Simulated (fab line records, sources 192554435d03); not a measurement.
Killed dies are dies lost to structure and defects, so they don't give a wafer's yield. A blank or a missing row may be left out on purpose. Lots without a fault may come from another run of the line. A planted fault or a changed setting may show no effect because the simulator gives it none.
Chamber matching | flow n5_finfet | N5_BEOL_M7_ETCH_62 on rie_diel-03: 4 sister chambers
The step etches SOC in N2/H2, target depth 110 nm, overetch 22 nm, time 165 s. 4 wafers are shown with their chamber, then 11 later ones without.

WAFERS WITH THEIR CHAMBER
wafer  | chamber | drypump_motor_current_A (A)
L083.1 | 3       | 6.3
L083.2 | 2       | 6.1
L083.3 | 1       | 6.0
L083.4 | 0       | 4.9

WAFERS WITHOUT THEIR CHAMBER
wafer  | drypump_motor_current_A (A)
L083.5 | 6.3
L083.6 | 4.9
L084.2 | 6.0
L084.5 | 6.1
L084.6 | 6.2
L092.3 | 6.0
L092.5 | 4.9
L092.6 | 6.3
L094.3 | 6.2
L094.5 | 6.1
L094.6 | 4.9

WHICH CHAMBER EACH WENT THROUGH
wafer  | from the rows above     | in truth
L083.5 | 3                       | 3
L083.6 | 0                       | 0
L084.2 | 1                       | 1
L084.5 | 2                       | 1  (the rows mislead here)
L084.6 | can't be placed: 3 or 2 | 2
L092.3 | 1                       | 1
L092.5 | 0                       | 0
L092.6 | 3                       | 3
L094.3 | can't be placed: 3 or 2 | 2
L094.5 | 2                       | 2
L094.6 | 0                       | 0
Placed correctly: 8 of 11. Can't be placed from these rows: 2 (the true chamber is among the candidates in 2). Placed wrongly: 1.
How it was worked out, from the rows above alone: a wafer's distance from a chamber is the root of the sum, over the readings, of the square of ((its reading less the chamber's mean) divided by the reading's scatter). The wafer belongs to the nearest chamber; if the next one is less than 2 further off, it can't be placed. A chamber's mean is the mean of its shown wafers. The scatter: with one shown wafer a chamber, the root of the mean of the squares of how far each hidden wafer lies from its nearest shown one.
